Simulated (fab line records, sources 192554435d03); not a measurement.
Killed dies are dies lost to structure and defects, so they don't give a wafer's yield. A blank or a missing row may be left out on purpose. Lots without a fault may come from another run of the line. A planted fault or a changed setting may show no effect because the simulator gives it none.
Split-lot experiment | flow n5_finfet | 7 lots, 39 wafers read, on a route of 1938 steps

THE SPLIT
At N5_HKMG_FIN_ALD_71 (deposits TiN, target thk 1 nm, pulse time 1 s, purge time 3 s), the setting ald_cycles was moved away from the recipe's 47 on 15 of the 39 wafers read, by -29.8% to +53.2%. The other wafers ran this setting at the recipe's value.

The reading is taken at the split's own step.

THE READING
TiN_of_HKMG_FIN_ALD_71.thk_nm (the simulator's own value, which no gauge read), in nm, at N5_HKMG_FIN_ALD_71 (deposits TiN, target thk 1 nm, pulse time 1 s, purge time 3 s). The file gives no usual value for it.

wafer  | tool, chamber at the split | ald_cycles as run | against the recipe | TiN_of_HKMG_FIN_ALD_71.thk_nm, nm | against lot-mates on the recipe
L076.1 | ald_metal-04, 3,1          | 33                | -29.8%             | 0.8                               | -0.2
L076.3 | ald_metal-04, 3,1          | 33                | -29.8%             | 0.8                               | -0.2
L076.2 | ald_metal-04, 2,0,1        | 47                | recipe             | 1                                 | -
L076.4 | ald_metal-04, 2,0,1        | 47                | recipe             | 1                                 | -
L076.5 | ald_metal-04, 2,0,1        | 47                | recipe             | 1                                 | -
L076.6 | ald_metal-04, 0            | 33                | -29.8%             | 0.6                               | -0.4
L077.2 | ald_metal-02, 0,2,0        | 47                | recipe             | 1                                 | -
L077.3 | ald_metal-02, 0,2,0        | 47                | recipe             | 1                                 | -
L077.6 | ald_metal-02, 0,2,0        | 47                | recipe             | 1                                 | -
L083.1 | ald_metal-02, 3,0,3        | 47                | recipe             | 1                                 | -
L083.4 | ald_metal-02, 3,0,3        | 47                | recipe             | 1                                 | -
L083.5 | ald_metal-02, 3,0,3        | 47                | recipe             | 1                                 | -
L083.2 | ald_metal-02, 1,2,0        | 62                | +31.9%             | 1.4                               | +0.4
L083.3 | ald_metal-02, 1,2,0        | 62                | +31.9%             | 1.4                               | +0.4
L083.6 | ald_metal-02, 1,2,0        | 62                | +31.9%             | 1.4                               | +0.4
L085.1 | ald_metal-03, 2,1,3        | 47                | recipe             | 1                                 | -
L085.3 | ald_metal-03, 2,1,3        | 47                | recipe             | 1                                 | -
L085.4 | ald_metal-03, 2,1,3        | 47                | recipe             | 1                                 | -
L085.2 | ald_metal-03, 0,2,1        | 68                | +44.7%             | 1.4                               | +0.4
L085.5 | ald_metal-03, 0,2,1        | 68                | +44.7%             | 1.4                               | +0.4
L085.6 | ald_metal-03, 0,2,1        | 68                | +44.7%             | 1.4                               | +0.4
L090.1 | ald_metal-02, 3,1,0        | 47                | recipe             | 1                                 | -
L090.3 | ald_metal-02, 3,1,0        | 47                | recipe             | 1                                 | -
L090.6 | ald_metal-02, 3,1,0        | 47                | recipe             | 1                                 | -
L090.2 | ald_metal-02, 2,0,1        | 72                | +53.2%             | 1.6                               | +0.6
L090.4 | ald_metal-02, 2,0,1        | 72                | +53.2%             | 1.6                               | +0.6
L090.5 | ald_metal-02, 2,0,1        | 72                | +53.2%             | 1.6                               | +0.6
L091.1 | ald_metal-02, 3,1,0,1,3,0  | 47                | recipe             | 1                                 | -
L091.2 | ald_metal-02, 3,1,0,1,3,0  | 47                | recipe             | 1                                 | -
L091.3 | ald_metal-02, 3,1,0,1,3,0  | 47                | recipe             | 1                                 | -
L091.4 | ald_metal-02, 3,1,0,1,3,0  | 47                | recipe             | 1                                 | -
L091.5 | ald_metal-02, 3,1,0,1,3,0  | 47                | recipe             | 1                                 | -
L091.6 | ald_metal-02, 3,1,0,1,3,0  | 47                | recipe             | 1                                 | -
L096.1 | ald_metal-03, 3,1,2        | 47                | recipe             | 1                                 | -
L096.3 | ald_metal-03, 3,1,2        | 47                | recipe             | 1                                 | -
L096.6 | ald_metal-03, 3,1,2        | 47                | recipe             | 1                                 | -
L096.2 | ald_metal-03, 0,2,3        | 55                | +17.0%             | 1.2                               | +0.2
L096.4 | ald_metal-03, 0,2,3        | 55                | +17.0%             | 1.2                               | +0.2
L096.5 | ald_metal-03, 0,2,3        | 55                | +17.0%             | 1.2                               | +0.2
Where a row lists several chambers, the file gives one row for several wafers and doesn't say which wafer went through which chamber.

THE FIT
A straight line over all 39 wafers: TiN_of_HKMG_FIN_ALD_71.thk_nm changes by +0.0104 nm for each +1% of ald_cycles; r = +0.98; the points scatter about the line by 0.042 nm.
The same after taking each lot's own level away (the mean of its wafers on the recipe; 39 wafers): +0.0104 nm for each +1%; r = +0.98; scatter 0.042 nm.
On that fit, the largest move of ald_cycles shifts the reading by 0.55 nm.
The lots' own levels span 1.00 to 1.00 nm.
So the lot-to-lot level changes the slope little: the two slopes agree.
Check: with one of the wafers moved furthest among these (+53.2%) left out of the fit, the line predicts +0.555 nm for it against its lot-mates. It came out at +0.6 nm against them.

OTHER SPLITS ON THESE WAFERS
These wafers also went through other splits before the reading. Each is held against what the fit with the lots' levels taken away leaves over:
other split on the same wafers          | wafers away from the commonest value | r with TiN_of_HKMG_FIN_ALD_71.thk_nm (lot level and that fit taken away)
N5_FIN_SAQP_SPACER2_ALD_28 target_thk_a | 15                                   | +0.09
N5_DUMMY_GATE_ETCH_44 target_depth_a    | 12                                   | +0.00

THE FILE'S OWN FIT
TiN_of_HKMG_FIN_ALD_71.thk_nm changes by +0.0105 nm for each +1% of ald_cycles, r = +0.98.
